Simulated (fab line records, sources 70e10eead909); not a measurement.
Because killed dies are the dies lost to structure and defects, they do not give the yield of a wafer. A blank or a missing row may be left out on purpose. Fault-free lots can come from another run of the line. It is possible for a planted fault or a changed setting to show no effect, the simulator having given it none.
fab line records	flow nand_harc
record: lots: 6	wafers: 18	last_day: 22
route steps=1159 shown P_BONDPAD@366 A_START@389 A_ZERO_WELL@390 END@1159
lots that met no fault: from a run of the same line without faults
start_h: the number of hours between the record's first day and the start of the first shown wafer of the lot	wait_h: time in hours since the lot's previous step	" unchanged from the row above	L1.1+2: a row that stands for several wafers	- no value, or no start was given	* or withheld: withheld	< > ~ a bound
route shown NAME@n: names a module that has steps shown in the file, with the first one's number in the route	usual: average and standard deviation across the fault-free wafers	same: alike in all rows	chamber/n: place in a boat	sites: per-site readings	_std_site: the values' standard deviation	_edge_site: outer sites' mean less inner sites'	radius_mm: for every site, how far away it sits from the centre of the wafer	mask NAME#n: copy n	behind: the most recent tool/chamber to have shaped the wafer	hold: what put the lot on hold/how long, in hours/how the hold closed	device: the n, p or np transistor that did not switch	end of line: at the end of the route, the tests of the same wafers	where a step has no rows: the recipe by itself	killed: the dies lost at the first sort to structure and to defects; this is not the yield of the wafer	map: the dies of a wafer, with x for killed, . for not killed, _ for no die there
set.NAME: the setting as run; set.NAME@STEP: as run at that earlier step	model.NAME: the simulator's own value behind a step, which no gauge read
lots at selected steps of the route; one table per step, one row per wafer
services: from which hour (start_h, from the record's first day; less than 0 if before it) a tool's chamber was out of use, for how many hours, and why
== steps ==
step: NHARC_P_BONDPAD_HARDBAKE_10
recipe: temp_c: 118	time_s: 65
step: NHARC_P_BONDPAD_DESCUM_11
recipe: time_s: 3	o2_flow_sccm: 200	ar_flow_sccm: 0	bias_power_w: 0	chemistry: O2
usual: drypump_motor_current_A: 5.7/0.4	oes_product_au: 1.000/0.011	rf_vpp_V: 57.6/0.9	showerhead_plenum_p_Torr: 1.89/0.09	throttle_valve_pct: 11.311/0.0088
lot.wafer	tool	chamber	start_h	wait_h	drypump_motor_current_A	oes_product_au	rf_hours_counter_h	rf_vpp_V	showerhead_plenum_p_Torr	throttle_valve_pct
L286.3	rie_diel-08	3	139.19	-	5.0	0.999	0	59.0	1.92	11.290
L286.2	"	1	"	"	6.0	1.013	0	58.2	2.03	11.306
L286.5	"	2	"	"	5.7	0.999	-	57.7	1.82	11.305
L287.4	rie_diel-10	3	152.46	-	6.0	1.011	54	58.9	1.98	11.307
L287.2	"	0	"	"	6.3	0.984	51	59.2	2.04	11.322
L287.6	"	3	"	"	6.0	1.009	-	57.7	1.98	11.316
L294.3	rie_diel-08	3	190.87	-	5.0	0.984	5	58.0	1.92	11.320
L294.4	"	2	"	"	5.7	0.999	5	57.4	1.82	11.310
L294.5	"	3	"	"	5.0	0.997	-	57.1	1.92	11.316
L293.4	rie_diel-08	2	191.42	-	5.7	1.002	5	57.2	1.82	11.313
L293.6	"	1	"	"	6.0	1.016	-	58.3	2.03	11.315
L293.5	"	2	"	"	5.7	0.999	-	56.8	1.82	11.307
L295.4	rie_diel-08	2	212.62	-	5.7	1.007	6	58.3	1.82	11.296
L295.2	"	1	"	"	6.0	1.005	5	57.9	2.03	11.320
L295.5	"	2	"	"	5.7	1.008	-	58.4	1.82	11.311
L298.3	rie_diel-08	0	223.37	-	5.6	0.995	8	58.2	1.78	11.303
L298.4	"	1	"	"	6.0	1.016	7	58.2	2.03	11.311
L298.6	"	1	"	"	6.0	1.017	-	58.8	2.03	11.320
step: NHARC_P_BONDPAD_ETCH_37
recipe: target_depth_a: 600	overetch_a: 180	time_s: 65.91	ion_energy_ev: 200	n2_flow_sccm: 150	h2_flow_sccm: 150	ar_flow_sccm: 0	rf_w: 400	bias_w: 150	chemistry: N2/H2
step: NHARC_P_BONDPAD_ETCH_12
recipe: target_depth_a: 2000	time_s: 100	chf3_flow_sccm: 50	o2_flow_sccm: 10	ar_flow_sccm: 200	rf_w: 500	bias_w: 200	chemistry: CHF3/O2
step: NHARC_P_BONDPAD_CD_MEAS_13
usual: cd_nm: 501.3/2.8
lot.wafer	tool	chamber	start_h	wait_h	cd_nm
L286.2	cd_sem-03	-	139.50	-	503.2
L286.3	"	-	"	"	499.9
L286.5	"	-	"	"	503.5
L287.2	cd_sem-03	-	152.77	-	499.1
L287.4	"	-	"	"	500.1
L287.6	"	-	"	"	501.1
L294.3	cd_sem-02	-	191.24	-	503.7
L294.4	"	-	"	"	500.3
L294.5	"	-	"	"	501.6
L293.4	cd_sem-02	-	191.74	-	502.0
L293.5	"	-	"	"	500.4
L293.6	"	-	"	"	504.6
L295.2	cd_sem-02	-	212.94	-	496.5
L295.4	"	-	"	"	495.5
L295.5	"	-	"	"	494.7
L298.3	cd_sem-03	-	223.69	-	498.8
L298.4	"	-	"	"	501.3
L298.6	"	-	"	"	502.8
step: NHARC_P_BONDPAD_STRIP_15
recipe: o2_flow_sccm: 500	ar_flow_sccm: 0	bias_w: 0	chemistry: O2
step: NHARC_P_BONDPAD_ETCH_24
recipe: target_depth_a: 300	over_etch_frac: 0.3	time_s: 72.99	ion_energy_ev: 150	cf4_flow_sccm: 50	n2_flow_sccm: 100	ar_flow_sccm: 150	rf_w: 300	bias_w: 100	chemistry: CF4/N2
step: NHARC_P_BONDPAD_STRIP_16
recipe: time_s: 600	temp_c: 30	chemistry: post_etch_residue_remover
step: NHARC_P_BONDPAD_DEGAS_25
recipe: temp_c: 300	time_s: 60
usual: heater_power_w: 443/30
lot.wafer	tool	chamber	start_h	wait_h	heater_power_w
L286.2	pvd_sputter-02	-	140.17	-	459
L286.3	"	-	"	"	436
L286.5	"	-	"	"	439
L287.2	pvd_sputter-03	-	153.44	-	397
L287.4	"	-	"	"	416
L287.6	"	-	"	"	413
L294.4	pvd_sputter-02	-	191.86	-	438
L294.3	"	-	"	"	438
L294.5	"	-	"	"	462
L293.4	pvd_sputter-03	-	192.38	-	467
L293.6	"	-	"	"	401
L293.5	"	-	"	"	407
L295.4	pvd_sputter-03	-	213.56	-	393
L295.2	"	-	"	"	455
L295.5	"	-	"	"	389
L298.3	pvd_sputter-02	-	224.41	-	457
L298.4	"	-	"	"	434
L298.6	"	-	"	"	450
step: NHARC_P_BONDPAD_PRE_CLEAN_26
recipe: time_s: 30	temp_c: 280	gas: H2/He
step: NHARC_P_BONDPAD_PVD_17
recipe: target_thk_a: 50	bias_v: 168.6	power_w: 15000	chamber_pressure_pa: 0.12	time_s: 8.06	substrate_temp_c: 50	material: TaN
step: NHARC_P_BONDPAD_PVD_27
recipe: target_thk_a: 300	chamber_pressure_pa: 5	power_w: 5000	substrate_temp_c: 30	time_s: 20.49	material: Cu
step: NHARC_P_BONDPAD_ECD_18
recipe: target_thk_a: 4000	bath_temp_c: 25	material: Cu
lot.wafer	tool	chamber	start_h	wait_h
L286.2+3+5	ecd_cu-02	1,0,1	140.58	-
L287.2+4+6	ecd_cu-01	1,0,1	153.86	-
L294.4+3+5	ecd_cu-01	0,1,1	192.32	-
L293.4+6+5	ecd_cu-01	0,1,0	192.87	-
L295.2+4+5	ecd_cu-02	1,0,0	213.92	-
L298.4+3+6	ecd_cu-02	1,0,1	224.87	-
step: NHARC_P_BONDPAD_ANNEAL_28
recipe: temp_c: 225	time_s: 90
step: NHARC_P_BONDPAD_CMP_19
recipe: t_overpolish_s: 30	cu_recess_touch_s: 16	target_thk_nm: 160.81
usual: edge_zone_pressure_frac: 1.000/0.0046	motor_current_A: 11.9/1.4	overpolish_run_s: 30.001/0.0083	pad_life_wafers: 272/170
lot.wafer	tool	chamber	start_h	wait_h	edge_zone_pressure_frac	motor_current_A	overpolish_run_s	pad_life_wafers
L286.3	cmp-01	0	141.25	-	0.997	14.0	29.995	342
L286.2	"	2	"	"	1.007	14.0	30.016	344
L286.5	"	1	"	"	1.003	10.6	30.007	-
L287.4	cmp-03	1	154.59	-	1.003	11.5	30.006	470
L287.2	"	2	"	"	0.997	11.4	30.015	471
L287.6	"	0	"	"	0.998	12.5	29.997	-
L294.3	cmp-01	3	192.97	-	1.005	11.3	29.996	55
L294.4	"	1	"	"	0.998	10.3	29.988	57
L294.5	"	2	"	"	1.002	13.8	29.994	-
L293.4	cmp-04	1	193.51	-	0.996	11.2	30.007	530
L293.6	"	3	"	"	1.008	11.1	30.012	-
L293.5	"	0	"	"	1.005	11.9	30.005	-
L295.4	cmp-01	2	214.67	-	0.996	14.6	30.003	175
L295.2	"	0	"	"	1.004	13.6	30.016	177
L295.5	"	2	"	"	1.004	14.9	29.995	-
L298.3	cmp-01	1	225.54	-	0.997	10.5	29.990	223
L298.4	"	2	"	"	0.999	14.5	30.016	224
L298.6	"	1	"	"	1.000	10.1	29.996	-
step: NHARC_P_BONDPAD_SRD_21
recipe: time_s: 30	temp_c: 23	dry_time_s: 20	spin_rpm: 1500
step: NHARC_P_BONDPAD_INSPECT_23
usual: raw_defect_count: 357/120
lot.wafer	tool	chamber	start_h	wait_h	raw_defect_count
L286.2	defect_inspect-01	-	141.78	0.1	615
L286.3	"	-	"	"	670
L286.5	"	-	"	"	421
L287.2	defect_inspect-02	-	155.06	0.0	299
L287.4	"	-	"	"	274
L287.6	"	-	"	"	139
L294.3	defect_inspect-01	-	193.47	0.0	447
L294.4	"	-	"	"	339
L294.5	"	-	"	"	319
L293.4	defect_inspect-01	-	193.98	0.0	544
L293.5	"	-	"	"	353
L293.6	"	-	"	"	307
L295.2	defect_inspect-02	-	215.19	0.0	327
L295.4	"	-	"	"	377
L295.5	"	-	"	"	310
L298.3	defect_inspect-02	-	226.06	0.0	487
L298.4	"	-	"	"	496
L298.6	"	-	"	"	397
step: NHARC_P_BONDPAD_ACTIVATE_29
recipe: time_s: 60	n2_flow_sccm: 200	ar_flow_sccm: 0	bias_power_w: 0	chemistry: N2
step: NHARC_P_BONDPAD_PRECLEAN_30
recipe: time_s: 300	temp_c: 23	chemistry: DIW
step: NHARC_P_BONDPAD_SRD_31
recipe: time_s: 30	temp_c: 23	dry_time_s: 20	spin_rpm: 1500
step: NHARC_A_START_INSPECT_01
usual: raw_defect_count: 3.5/1.8
lot.wafer	tool	chamber	start_h	wait_h	raw_defect_count
L286.2	defect_inspect-01	-	142.26	-	0
L286.3	"	-	"	"	7
L286.5	"	-	"	"	2
L287.2	defect_inspect-02	-	155.53	-	4
L287.4	"	-	"	"	3
L287.6	"	-	"	"	2
L294.3	defect_inspect-02	-	193.94	-	5
L294.5	"	-	"	"	5
L293.6	defect_inspect-01	-	194.45	-	3
L295.2	defect_inspect-01	-	215.66	-	2
L295.4	"	-	"	"	3
L295.5	"	-	"	"	0
L298.3	defect_inspect-01	-	226.53	-	4
L298.4	"	-	"	"	3
L298.6	"	-	"	"	3
step: NHARC_A_ZERO_WELL_PRECLEAN_00
recipe: time_s: 600	temp_c: 120	chemistry: SPM
step: NHARC_A_ZERO_WELL_SRD_01
step: NHARC_A_ZERO_WELL_DEHYDRATE_02
recipe: temp_c: 150	time_s: 120
step: NHARC_A_ZERO_WELL_HMDS_03
recipe: time_s: 30
step: NHARC_A_ZERO_WELL_COAT_18
recipe: temp_c: 200	time_s: 65
step: NHARC_A_ZERO_WELL_COAT_04
recipe: spin_rpm: 2000	resist_thk_nm: 600
step: NHARC_A_ZERO_WELL_SOFTBAKE_05
recipe: temp_c: 125	time_s: 70
step: NHARC_A_ZERO_WELL_EBR_06
step: NHARC_A_ZERO_WELL_EXPOSE_07
recipe: na: 0.55	dose_mj: 33.85	mask_id: A_ZERO
step: NHARC_A_ZERO_WELL_PEB_08
recipe: peb_temp_c: 128	peb_time_s: 80
step: NHARC_A_ZERO_WELL_DEVELOP_09
recipe: time_s: 50	dev_temp_c: 22
step: NHARC_A_ZERO_WELL_CD_MEAS_10
recipe: target_cd_nm: 2000	landing_energy_ev: 500
usual: cd_nm: 2001.3/2.1
lot.wafer	tool	chamber	start_h	wait_h	cd_nm
L286.2	cd_sem-02	0	143.18	-	1999.0
L286.3	"	0	"	"	1999.8
L286.5	"	0	"	"	2001.1
L287.2	cd_sem-03	0	156.38	-	2005.5
L287.4	"	0	"	"	2002.5
L287.6	"	0	"	"	2001.9
L294.3	cd_sem-01	0	194.79	-	2002.9
L294.5	"	0	"	"	2001.7
L293.6	cd_sem-01	0	195.30	-	2001.5
L295.2	cd_sem-03	0	216.50	-	1999.3
L295.4	"	0	"	"	1999.4
L295.5	"	0	"	"	2004.9
L298.3	cd_sem-03	0	227.24	-	2002.1
L298.4	"	0	"	"	2000.0
L298.6	"	0	"	"	2002.8
step: NHARC_A_ZERO_WELL_HARDBAKE_11
recipe: temp_c: 118	time_s: 65
step: NHARC_A_ZERO_WELL_DESCUM_12
recipe: time_s: 3	o2_flow_sccm: 200	ar_flow_sccm: 0	bias_power_w: 0	chemistry: O2
usual: drypump_motor_current_A: 5.7/0.61	oes_product_au: 1.002/0.012	rf_vpp_V: 57.9/0.9	showerhead_plenum_p_Torr: 1.95/0.077	throttle_valve_pct: 11.312/0.009
lot.wafer	tool	chamber	start_h	wait_h	drypump_motor_current_A	oes_product_au	rf_hours_counter_h	rf_vpp_V	showerhead_plenum_p_Torr	throttle_valve_pct
L286.2	rie_diel-03	2	143.38	-	6.8	1.001	11	56.6	1.87	11.320
L286.3	"	3	"	"	5.3	0.964	11	58.1	1.93	11.309
L286.5	"	0	"	"	4.8	1.008	-	57.4	1.95	11.317
L287.2	rie_diel-03	0	156.54	-	4.8	1.013	11	58.1	1.95	11.316
L287.4	"	1	"	"	5.3	1.010	13	57.0	2.06	11.331
L287.6	"	3	"	"	5.2	0.982	-	58.6	1.93	11.312
L294.3	rie_diel-03	0	194.96	-	4.8	1.007	14	57.3	1.95	11.316
L294.5	"	1	"	"	5.3	1.003	-	60.8	2.06	11.322
L293.6	rie_diel-01	3	195.48	-	5.7	0.996	-	57.6	1.91	11.314
L295.2	rie_diel-01	2	216.67	-	6.0	0.998	6	57.0	1.79	11.312
L295.4	"	3	"	"	5.7	0.997	5	57.8	1.91	11.313
L295.5	"	1	"	"	5.3	1.011	-	59.3	1.95	11.301
L298.3	rie_diel-01	1	227.40	-	5.3	1.010	7	57.9	1.95	11.306
L298.4	"	0	"	"	5.7	1.020	6	57.9	1.89	11.310
L298.6	"	1	"	"	5.4	1.013	-	56.6	1.95	11.318
step: NHARC_A_ZERO_WELL_ETCH_19
recipe: target_depth_a: 800	overetch_a: 240	time_s: 87.88	ion_energy_ev: 200	n2_flow_sccm: 150	h2_flow_sccm: 150	ar_flow_sccm: 0	rf_w: 400	bias_w: 150	chemistry: N2/H2
step: NHARC_A_ZERO_WELL_ETCH_13
recipe: target_depth_a: 1200	time_s: 40.1	hbr_flow_sccm: 150	cl2_flow_sccm: 50	rf_w: 400	icp_w: 400	bias_w: 100	chemistry: HBr/Cl2
usual: drypump_motor_current_A: 5.7/0.44	mfc_cl2_sccm: 49.98/0.14	oes_product_au: 1.003/0.014	throttle_valve_pct: 26.407/0.0097
lot.wafer	tool	chamber	start_h	wait_h	drypump_motor_current_A	mfc_cl2_sccm	oes_product_au	rf_hours_counter_h	throttle_valve_pct
L286.3	rie_si-03	0	143.56	-	5.7	50.14	0.981	1.1	26.410
L286.2	"	2	"	"	5.4	50.25	0.999	1.2	26.400
L286.5	"	0	"	"	5.8	50.05	0.985	-	26.388
L287.2	rie_si-04	0	156.74	-	5.9	49.99	0.992	0.4	26.420
L287.4	"	2	"	"	6.6	49.98	0.987	0.3	26.401
L287.6	"	1	"	"	5.1	50.10	0.979	-	26.421
L294.3	rie_si-04	1	195.15	-	5.1	50.06	0.996	0.8	26.415
L294.5	"	0	"	"	5.9	49.93	0.987	-	26.410
L293.6	rie_si-03	1	195.73	-	6.1	49.84	1.016	-	26.405
L295.4	rie_si-01	0	216.87	-	5.8	50.12	0.995	0.6	26.410
L295.2	"	2	"	"	6.0	50.02	0.966	0.5	26.414
L295.5	"	3	"	"	5.3	49.89	1.005	-	26.391
L298.4	rie_si-03	2	227.63	-	5.4	49.95	1.014	0.4	26.404
L298.3	"	3	"	"	6.1	50.00	0.998	0.4	26.410
L298.6	"	0	"	"	5.8	49.91	0.984	-	26.412
step: NHARC_A_ZERO_WELL_STRIP_14
recipe: time_s: 900	temp_c: 130	chemistry: SPM
step: NHARC_END_SORT_01
recipe: temp_c: 25
usual: defect_limited_yield: 95.6/1.5	killed_at_array: 27/10	killed_at_other: 0.6/0.83	killed_at_periphery: 2.4/1.8	killed_dies: 30/10	killed_open: 3.3/1.7	killed_short: 1.8/1.4	sort_bin_2_pct: 1.3/0.69	sort_bin_3_pct: 0.25/0.24	sort_bin_4_pct: 2.8/0.94	sort_n_pass: 647/10	sort_rim_yield_pct: 96.7/2.1	sort_yield_pct: 95.6/1.5
same: gross_dies: 677	sort_bin_5_pct[%]: 0	sort_bin_6_pct[%]: 0	sort_bin_7_pct[%]: 0	sort_bin_8_pct[%]: 0	sort_rim_n_gross: 106.00
lot.wafer	tool	chamber	start_h	wait_h	defect_limited_yield[%]	killed_at_array	killed_at_other	killed_at_periphery	killed_dies	killed_open	killed_short	sort_bin_2_pct[%]	sort_bin_3_pct[%]	sort_bin_4_pct[%]	sort_n_pass	sort_rim_yield_pct[%]	sort_yield_pct[%]
L287.2	prober-02	0	463.13	2.8	96.6	23	0	0	23	4	2	1.5	0	1.9	654	95.3	96.6
L287.4	prober-02	0	464.72	3.4	98.1	12	0	1	13	0	0	0.9	0	1.0	664	98.1	98.1
L287.6	prober-02	0	466.31	4.0	96.2	23	0	3	26	5	0	1.3	0.15	2.4	651	94.3	96.2
L286.2	prober-01	0	463.20	2.8	96.2	23	1	2	26	2	1	0.4	0.15	3.2	651	98.1	96.2
L286.3	prober-01	0	464.00	3.1	97.2	19	0	0	19	3	1	0.6	0	2.2	658	98.1	97.2
L286.5	prober-01	0	465.62	3.7	96.2	22	0	4	26	3	2	1.5	0.15	2.2	651	97.2	96.2
L294.3	prober-01	0	491.42	3.1	96.5	23	0	1	24	4	1	1.2	0.44	1.9	653	99.1	96.5
L294.4	prober-01	0	492.22	3.4	0	18	0	659	677	1	0	97.6	0.30	2.1	0	0	0
L294.5	prober-01	0	493.02	3.7	96.6	20	1	2	23	3	1	1.3	0.30	1.8	654	99.1	96.6
L293.4	prober-02	0	503.71	3.4	0	29	0	648	677	0	1	96.0	0.59	3.4	0	0	0
L293.5	prober-02	0	504.52	3.7	0	27	1	649	677	8	1	97.0	0.15	2.8	0	0	0
L293.6	prober-02	0	505.32	4.0	96.3	24	0	1	25	3	0	1.5	0	2.2	652	95.3	96.3
L298.3	prober-02	0	523.75	3.1	95.0	33	0	1	34	4	2	1.3	0.15	3.5	643	93.4	95.0
L298.4	prober-02	0	524.56	3.4	96.8	21	0	1	22	4	0	0.7	0.15	2.4	655	98.1	96.8
L298.6	prober-02	0	526.17	4.0	94.1	34	1	5	40	4	3	2.1	0.30	3.5	637	98.1	94.1
killed by level:class
L287.2 A_SLIT:chamber_film_flake=11 A_CONTACT:chamber_film_flake=3 A_CHANNEL_FILL_D1:geometric_particle:open=2 A_CONTACT:geometric_particle:open=2 A_STAIRCASE:chamber_film_flake=2 A_SOURCE_PLATE:geometric_particle:short=1 A_CONTACT:geometric_particle:short=1 A_CHANNEL_HOLE_D1:chamber_film_flake=1
L286.2 A_SLIT:chamber_film_flake=11 A_CONTACT:chamber_film_flake=4 A_CHANNEL_FILL_D1:chamber_film_flake=3 A_CONTACT:geometric_particle:open=2 P_BONDPAD:chamber_film_flake=2 A_ONON_D1:geometric_particle:short=1 A_CHANNEL_HOLE_D1:chamber_film_flake=1 A_WL_FILL:chamber_film_flake=1
L286.3 A_CHANNEL_HOLE_D1:chamber_film_flake=3 A_SGD_CUT:chamber_film_flake=3 A_SLIT:chamber_film_flake=3 A_CONTACT:chamber_film_flake=3 A_CHANNEL_FILL_D1:chamber_film_flake=2 A_ONON_D1:geometric_particle:open=1 A_WL_FILL:geometric_particle:short=1 A_WL_FILL:geometric_particle:open=1
L287.4 A_SLIT:chamber_film_flake=6 A_STAIRCASE:chamber_film_flake=2 A_CONTACT:chamber_film_flake=2 P_M2:chamber_film_flake=1 A_ZERO_WELL:chamber_film_flake=1 A_CHANNEL_FILL_D1:chamber_film_flake=1
L286.5 A_SLIT:chamber_film_flake=8 A_CONTACT:chamber_film_flake=4 A_WL_FILL:chamber_film_flake=3 A_CONTACT:geometric_particle:open=2 P_BONDPAD:chamber_film_flake=2 A_STAIRCASE:chamber_film_flake=2 P_M1:geometric_particle:short=1 A_ONON_D1:geometric_particle:short=1
L287.6 A_SLIT:chamber_film_flake=10 A_STAIRCASE:chamber_film_flake=5 A_CHANNEL_HOLE_D1:chamber_film_flake=3 A_WL_FILL:geometric_particle:open=2 P_STI:chamber_film_flake=2 P_BONDPAD:geometric_particle:open=1 A_CONTACT:geometric_particle:open=1 A_BLC:geometric_particle:open=1
L294.3 A_SLIT:chamber_film_flake=11 A_CHANNEL_HOLE_D1:chamber_film_flake=4 A_STAIRCASE:chamber_film_flake=3 A_CONTACT:geometric_particle:open=2 P_M1:geometric_particle:open=1 A_CHANNEL_HOLE_D1:geometric_particle:open=1 A_CHANNEL_FILL_D1:geometric_particle:short=1 A_CONTACT:chamber_film_flake=1
L294.4 P_BONDPAD:area_ecd=657 A_SLIT:chamber_film_flake=13 A_CHANNEL_HOLE_D1:chamber_film_flake=2 A_CONTACT:chamber_film_flake=2 A_CHANNEL_FILL_D1:geometric_particle:open=1 P_GATE:chamber_film_flake=1 P_M0:chamber_film_flake=1
L294.5 A_SLIT:chamber_film_flake=13 A_CHANNEL_HOLE_D1:chamber_film_flake=2 A_STAIRCASE:chamber_film_flake=2 P_GATE:geometric_particle:open=1 P_M0:geometric_particle:short=1 A_SGD_CUT:geometric_particle:open=1 A_CONTACT:geometric_particle:open=1 A_CONTACT:chamber_film_flake=1
L293.4 P_BONDPAD:area_ecd=647 A_CHANNEL_HOLE_D1:chamber_film_flake=15 A_CONTACT:chamber_film_flake=6 A_STAIRCASE:chamber_film_flake=4 A_WL_FILL:chamber_film_flake=4 P_GATE:geometric_particle:short=1
L293.5 P_BONDPAD:area_ecd=645 A_CHANNEL_HOLE_D1:chamber_film_flake=18 P_M0:geometric_particle:open=2 A_CONTACT:geometric_particle:open=2 A_CONTACT:chamber_film_flake=2 P_CONTACT:geometric_particle:open=1 P_M1:geometric_particle:open=1 A_CHANNEL_FILL_D1:geometric_particle:open=1
L293.6 A_CHANNEL_HOLE_D1:chamber_film_flake=13 A_CONTACT:chamber_film_flake=5 A_WL_FILL:chamber_film_flake=2 P_M0:geometric_particle:open=1 A_ONON_D1:geometric_particle:open=1 A_WL_FILL:geometric_particle:open=1 A_ZERO_WELL:chamber_film_flake=1 A_STAIRCASE:chamber_film_flake=1
L298.3 A_CHANNEL_HOLE_D1:chamber_film_flake=22 A_STAIRCASE:chamber_film_flake=3 A_WL_FILL:geometric_particle:open=2 A_CONTACT:chamber_film_flake=2 P_CONTACT:geometric_particle:open=1 A_ONON_D1:geometric_particle:short=1 A_WL_FILL:geometric_particle:short=1 A_M1:geometric_particle:open=1
L298.4 A_CHANNEL_HOLE_D1:chamber_film_flake=13 A_CONTACT:geometric_particle:open=2 A_STAIRCASE:chamber_film_flake=2 A_WL_FILL:geometric_particle:open=1 A_M0:geometric_particle:open=1 P_STI:chamber_film_flake=1 A_CONTACT:chamber_film_flake=1 A_M1:chamber_film_flake=1
L298.6 A_CHANNEL_HOLE_D1:chamber_film_flake=22 A_STAIRCASE:chamber_film_flake=6 A_CONTACT:geometric_particle:open=2 P_STI:chamber_film_flake=2 P_STI:geometric_particle:short=1 P_M0:geometric_particle:open=1 A_WL_FILL:geometric_particle:open=1 A_CONTACT:geometric_particle:short=1
map L293.4 (x killed, . not)
____________x____________
_________xxxxxxx_________
_______xxxxxxxxxxx_______
______xxxxxxxxxxxxx______
_____xxxxxxxxxxxxxxx_____
____xxxxxxxxxxxxxxxxx____
____xxxxxxxxxxxxxxxxx____
___xxxxxxxxxxxxxxxxxxx___
___xxxxxxxxxxxxxxxxxxx___
__xxxxxxxxxxxxxxxxxxxxx__
__xxxxxxxxxxxxxxxxxxxxx__
_xxxxxxxxxxxxxxxxxxxxxxx_
_xxxxxxxxxxxxxxxxxxxxxxx_
_xxxxxxxxxxxxxxxxxxxxxxx_
_xxxxxxxxxxxxxxxxxxxxxxx_
_xxxxxxxxxxxxxxxxxxxxxxx_
xxxxxxxxxxxxxxxxxxxxxxxxx
xxxxxxxxxxxxxxxxxxxxxxxxx
xxxxxxxxxxxxxxxxxxxxxxxxx
xxxxxxxxxxxxxxxxxxxxxxxxx
xxxxxxxxxxxxxxxxxxxxxxxxx
_xxxxxxxxxxxxxxxxxxxxxxx_
_xxxxxxxxxxxxxxxxxxxxxxx_
_xxxxxxxxxxxxxxxxxxxxxxx_
_xxxxxxxxxxxxxxxxxxxxxxx_
_xxxxxxxxxxxxxxxxxxxxxxx_
__xxxxxxxxxxxxxxxxxxxxx__
__xxxxxxxxxxxxxxxxxxxxx__
___xxxxxxxxxxxxxxxxxxx___
___xxxxxxxxxxxxxxxxxxx___
____xxxxxxxxxxxxxxxxx____
____xxxxxxxxxxxxxxxxx____
_____xxxxxxxxxxxxxxx_____
______xxxxxxxxxxxxx______
_______xxxxxxxxxxx_______
_________xxxxxxx_________
____________x____________
map L294.4 (x killed, . not)
____________x____________
_________xxxxxxx_________
_______xxxxxxxxxxx_______
______xxxxxxxxxxxxx______
_____xxxxxxxxxxxxxxx_____
____xxxxxxxxxxxxxxxxx____
____xxxxxxxxxxxxxxxxx____
___xxxxxxxxxxxxxxxxxxx___
___xxxxxxxxxxxxxxxxxxx___
__xxxxxxxxxxxxxxxxxxxxx__
__xxxxxxxxxxxxxxxxxxxxx__
_xxxxxxxxxxxxxxxxxxxxxxx_
_xxxxxxxxxxxxxxxxxxxxxxx_
_xxxxxxxxxxxxxxxxxxxxxxx_
_xxxxxxxxxxxxxxxxxxxxxxx_
_xxxxxxxxxxxxxxxxxxxxxxx_
xxxxxxxxxxxxxxxxxxxxxxxxx
xxxxxxxxxxxxxxxxxxxxxxxxx
xxxxxxxxxxxxxxxxxxxxxxxxx
xxxxxxxxxxxxxxxxxxxxxxxxx
xxxxxxxxxxxxxxxxxxxxxxxxx
_xxxxxxxxxxxxxxxxxxxxxxx_
_xxxxxxxxxxxxxxxxxxxxxxx_
_xxxxxxxxxxxxxxxxxxxxxxx_
_xxxxxxxxxxxxxxxxxxxxxxx_
_xxxxxxxxxxxxxxxxxxxxxxx_
__xxxxxxxxxxxxxxxxxxxxx__
__xxxxxxxxxxxxxxxxxxxxx__
___xxxxxxxxxxxxxxxxxxx___
___xxxxxxxxxxxxxxxxxxx___
____xxxxxxxxxxxxxxxxx____
____xxxxxxxxxxxxxxxxx____
_____xxxxxxxxxxxxxxx_____
______xxxxxxxxxxxxx______
_______xxxxxxxxxxx_______
_________xxxxxxx_________
____________x____________
== services ==
tool	chamber	start_h	hours	kind
rie_diel-01	1	115.92	8.4	repair
rie_diel-08	-	124.86	9.0	pm
cmp-03	-	125.88	1.2	repair
rie_si-04	2	126.88	2.6	repair
rie_si-01	-	127.00	9.0	pm
rie_diel-03	3	127.48	1.2	repair
rie_diel-10	2	133.21	3.4	repair
rie_diel-10	1	135.60	11.1	repair
rie_diel-01	-	138.11	9.0	pm
rie_diel-03	2	139.12	2.8	repair
rie_diel-08	2	143.46	1.6	repair
rie_si-03	-	155.00	9.0	pm
cmp-03	-	156.00	4.0	pm
rie_diel-08	2	165.10	8.6	repair
rie_diel-10	-	176.50	9.0	pm
cmp-01	-	179.66	4.0	pm
rie_diel-08	1	180.46	9.2	repair
ecd_cu-02	-	187.25	8.0	pm
rie_diel-01	3	188.51	1.5	repair
rie_diel-03	0	198.91	7.0	repair
cmp-04	-	203.21	4.0	pm
rie_diel-03	-	204.02	1.9	repair
pvd_sputter-02	-	214.00	10.0	pm
rie_diel-03	-	215.31	9.0	pm
== key ==
first_sign: step: NHARC_END_SORT_01	reading: killed_at_periphery	direction: up	sigmas: 99+	usual: 2.4	struck: 652
effect: step: NHARC_END_SORT_01	reading: sort_bin_2_pct	direction: up	sigmas: 99+	usual: 1.3	struck: 96.9
more_kills_born_at: NHARC_P_BONDPAD_ECD_18@ecd_cu-01: 1949
met_at NHARC_P_BONDPAD_ECD_18
struck_wafers L293.4,L293.5,L294.4
later_rows_left_out L293.4,L293.5,L294.4
fault: kind: process_parameter_drift	tool: ecd_cu-01	chamber: 0	onset_h: 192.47	steps: NHARC_P_BONDPAD_ECD_18	channel: target_thk_a	offset: *	shape: step	end_h: 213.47	acts_in: *	stated: *
later_rows_left_out: the simulator's readings of these wafers behind a module that went badly wrong aren't trusted and aren't shown, but for the sort
